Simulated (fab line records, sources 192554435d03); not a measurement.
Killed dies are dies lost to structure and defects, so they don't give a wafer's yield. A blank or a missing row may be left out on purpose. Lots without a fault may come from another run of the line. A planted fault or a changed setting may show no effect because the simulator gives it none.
Problem report in the 8D (eight disciplines) form, filled by code | flow n5_finfet | the parts of the form that need people (team, actions taken, sign-off) are left out

1. THE PROBLEM
RC_N at N5_BEOL_M4_RC_MEAS_101 reads a mean of 21.2 ohm.um on 7 wafers of 3 lots; wafers without a fault read 15.7 ohm.um with a standard deviation of 0.52. That is +11 standard deviations from the usual mean.
First seen on wafer L620.2, day 11 18:13, on prober-01. The record holds 28 wafers of 10 lots with a number at this step. Rule for "out", or "out of limits": more than 4 standard deviations from the usual mean. The other wafers with a number count as sound.

2. WHAT IT IS AND WHAT IT IS NOT
question                    | is                                 | is not
which readings at this step | RC_N, RC_DENSE_N, RC_DENSE_P, RC_P | DIBL_N, DIBL_P, IOFF_N, IOFF_P, ION_N, ION_P, SS_N, SS_P, VT_N, VT_P
which lots                  | L619, L620, L622                   | L606, L608, L610, L613, L614, L618, L623
which wafers of those lots  | all that have a number             | -
read on which gauges        | prober-01, prober-02               | -
when                        | from day 11 18:13                  | up to then (18 sound wafers); but 3 sound wafers of L623 came after

3. SUSPECTS, AND WHAT RULES EACH OUT
Counting: a tool at a process step up to the reading stays a suspect if it ran every lot that is out and no sound lot after the first of them.
- the gauge at N5_BEOL_M4_RC_MEAS_101: ruled out. The wafers that are out were read on 2 gauges (prober-01, prober-02).
- rie_diel-01 at N5_MOL_CONTACT_COAG_ETCH_59 (etches underlayer in N2/H2, target depth 13 nm, time 10.4 s): ruled out as a lasting fault. Sound lots L623 ran on it after its first lot that is out, L619 (day 8 02:37).
- implanter-02 at N5_MOL_CONTACT_COAG_IMPLANT_129: kept. It ran every lot that is out, first L619 (day 8 03:05), and no sound lot after that; its last sound lot up to then is L618 (day 8 02:10). Its own readings are out on those wafers: beam_energy_keV, end_station_pressure_torr.
Left after counting: implanter-02 at N5_MOL_CONTACT_COAG_IMPLANT_129.

4. THE CAUSE (what the simulator had put in)
Process parameter drift: implanter-02, from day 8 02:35 on, at N5_MOL_CONTACT_COAG_IMPLANT_129. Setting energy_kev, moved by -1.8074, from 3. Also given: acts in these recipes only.
Counting left only this tool.

5. THE CHAIN OF EFFECTS, in route order
Each row: a reading whose mean over the struck wafers that have a number lies more than 3 standard deviations from the usual. Only readings for which the record gives a usual standard deviation are gone through. hours: the time from each lot's start at the first step in this table that gives one to its start at this step, as a median over the lots. sigmas: the change in usual standard deviations.
hours | step                            | reading                   | usual        | on struck wafers | change   | sigmas
0     | N5_MOL_CONTACT_COAG_IMPLANT_129 | beam_energy_keV           | 2.9999       | 1.1919           | -1.8080  | -99 or more
0     | N5_MOL_CONTACT_COAG_IMPLANT_129 | end_station_pressure_torr | 5.8e-06 Torr | 8.6e-06          | +2.8e-06 | +9.1
88    | N5_BEOL_M4_RC_MEAS_101          | RC_DENSE_N                | 19.3 ohm.um  | 26.1             | +6.8     | +10
88    | N5_BEOL_M4_RC_MEAS_101          | RC_DENSE_P                | 24.2 ohm.um  | 32.6             | +8.4     | +10
88    | N5_BEOL_M4_RC_MEAS_101          | RC_N                      | 15.7 ohm.um  | 21.2             | +5.5     | +11
88    | N5_BEOL_M4_RC_MEAS_101          | RC_P                      | 19.7 ohm.um  | 26.5             | +6.8     | +11
88    | N5_BEOL_M4_RC_MEAS_101          | REXT_N                    | 75.6 ohm.um  | 82.7             | +7.1     | +4.0
The process steps in it:
- N5_MOL_CONTACT_COAG_IMPLANT_129

6. WHAT WOULD HAVE CAUGHT IT SOONER
In this record the first reading out of limits at a measuring or inspecting step was taken at day 11 18:13, 88 hours after the fault began at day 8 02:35.
The tool's own readings at N5_MOL_CONTACT_COAG_IMPLANT_129 were out on every struck wafer that the step has a row for (beam_energy_keV, end_station_pressure_torr): an alarm limit on them would have fired on the first of those.
All the lots that are out (3) had begun N5_MOL_CONTACT_COAG_IMPLANT_129 on implanter-02 by day 11 18:13. A hold on the tool at that time would have spared none of them.
